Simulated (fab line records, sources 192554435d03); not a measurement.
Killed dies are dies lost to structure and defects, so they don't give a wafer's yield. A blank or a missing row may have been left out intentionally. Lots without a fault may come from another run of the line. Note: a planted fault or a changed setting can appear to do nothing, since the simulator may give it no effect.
Split-lot trial | flow n5_finfet | route with 1938 steps; 7 lots, 21 wafers read

## ABOUT THE SPLIT
At N5_MOL_CONTACT_COAG_DESCUM_45 (chemistry O2, time 7 s), the setting time_s was moved away from the recipe's 7 s on 8 of the 21 wafers read, by -22.1% to +12.8%. The other wafers ran this setting at the recipe's value.

## FROM THE SPLIT TO THE READING: what the file shows between them, 1 step
- N5_MOL_CONTACT_COAG_ETCH_65: etches underlayer in N2/H2, target depth 13 nm, time 10.4 s

## THE READING
CAR-EUV_of_MOL_CONTACT_COAG_COAT_34.thk_nm (the simulator's own value, which no gauge read), in nm, at N5_MOL_CONTACT_COAG_ETCH_66 (etches SiARC in CF4, target depth 13 nm, time 21.7 s). No usual value for it is given in the file. Average 16.8 nm, standard deviation 0.12 nm, over the 13 wafers here run with the recipe.

wafer  | tool, chamber at the split | time_s as run, s | against the recipe | CAR-EUV_of_MOL_CONTACT_COAG_COAT_34.thk_nm, nm | against lot-mates on the recipe
L074.1 | rie_diel-05, 3,2,0         | 7                | recipe             | 16.8                                           | -
L074.4 | rie_diel-05, 3,2,0         | 7                | recipe             | 16.8                                           | -
L074.5 | rie_diel-05, 3,2,0         | 7                | recipe             | 16.8                                           | -
L084.1 | rie_diel-03, 1             | 7                | recipe             | 17                                             | -
L084.5 | rie_diel-03, 1             | 7                | recipe             | 17                                             | -
L084.2 | rie_diel-03, 2             | 7.899            | +12.8%             | 16.6                                           | -0.4
L086.2 | rie_diel-01, 1,3           | 6.243            | -10.8%             | 17.4                                           | +0.6
L086.5 | rie_diel-01, 1,3           | 6.243            | -10.8%             | 17.2                                           | +0.4
L086.6 | rie_diel-01, 2             | 7                | recipe             | 16.8                                           | -
L087.3 | rie_diel-03, 0,2,3         | 5.455            | -22.1%             | 17.8                                           | no lot-mate on the recipe
L087.5 | rie_diel-03, 0,2,3         | 5.455            | -22.1%             | 17.8                                           | no lot-mate on the recipe
L087.6 | rie_diel-03, 0,2,3         | 5.455            | -22.1%             | 17.8                                           | no lot-mate on the recipe
L089.2 | rie_diel-05, 3,1,1         | 7                | recipe             | 16.8                                           | -
L089.6 | rie_diel-05, 3,1,1         | 7                | recipe             | 16.8                                           | -
L089.4 | rie_diel-05, 3,1,1         | 7                | recipe             | 16.6                                           | -
L093.1 | rie_diel-03, 3,2,0         | 7                | recipe             | 16.8                                           | -
L093.4 | rie_diel-03, 3,2,0         | 7                | recipe             | 16.8                                           | -
L093.2 | rie_diel-03, 3,2,0         | 7                | recipe             | 17                                             | -
L094.3 | rie_diel-01, 1             | 7                | recipe             | 17                                             | -
L094.4 | rie_diel-01, 0,2           | 5.777            | -17.5%             | 17.6                                           | +0.6
L094.5 | rie_diel-01, 0,2           | 5.777            | -17.5%             | 17.6                                           | +0.6
If several chambers appear in one row, that row covers several wafers at once and the file leaves open which wafer was in which chamber.

THE FIT
A straight line over all 21 wafers: CAR-EUV_of_MOL_CONTACT_COAG_COAT_34.thk_nm changes by -0.0402 nm for each +1% of time_s; r = -0.96; the points scatter about the line by 0.12 nm.
The same after taking each lot's own level away (the mean of its wafers on the recipe; 18 wafers): -0.036 nm for each +1%; r = -0.96; scatter 0.079 nm.
The reading moves by 0.8 nm for the largest change in time_s, on that fit.
Across the lots, their own levels run from 16.73 to 17.00 nm, a range of 2.3 times the standard deviation given above.
So the lot-to-lot level changes the slope: the two fits differ.
Check: +0.661 nm against its lot-mates is what the line predicts for one of the wafers moved furthest among these (-17.5%) when that wafer is left out of the fit. Against them it came out at +0.6 nm.

## OTHER SPLITS APPLIED TO THESE WAFERS
These wafers also went through other splits before the reading. Each is held against what the fit with the lots' levels taken away leaves over:
other split on the same wafers        | wafers away from the commonest value | r with CAR-EUV_of_MOL_CONTACT_COAG_COAT_34.thk_nm (lot level and that fit taken away)
N5_SDB_COAT_05 spin_rpm               | 7                                    | +0.18
N5_HKMG_FIN_EXPOSE_09 dose_mj         | 8                                    | -0.01
N5_MOL_CONTACT_COAG_ETCH_15 source_w  | 3                                    | +0.04
N5_MOL_CONTACT_COAG_EXPOSE_37 dose_mj | 7                                    | -0.36

## THE WHOLE CHAIN: every reading that the file lists as answering this split, in the file's order
step                        | what it does                                                | reading                                                                                     | change (the file's fit)                | r (the file's)
N5_MOL_CONTACT_COAG_ETCH_65 | etches underlayer in N2/H2, target depth 13 nm, time 10.4 s | CAR-EUV_of_MOL_CONTACT_COAG_COAT_34.thk_nm (the simulator's own value, which no gauge read) | -0.0332 nm for each +1% of the setting | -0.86
N5_MOL_CONTACT_COAG_ETCH_66 | etches SiARC in CF4, target depth 13 nm, time 21.7 s        | CAR-EUV_of_MOL_CONTACT_COAG_COAT_34.thk_nm (the simulator's own value, which no gauge read) | -0.0358 nm for each +1% of the setting | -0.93

## FILE'S OWN FIT
CAR-EUV_of_MOL_CONTACT_COAG_COAT_34.thk_nm changes by -0.0358 nm for each +1% of time_s, r = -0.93.
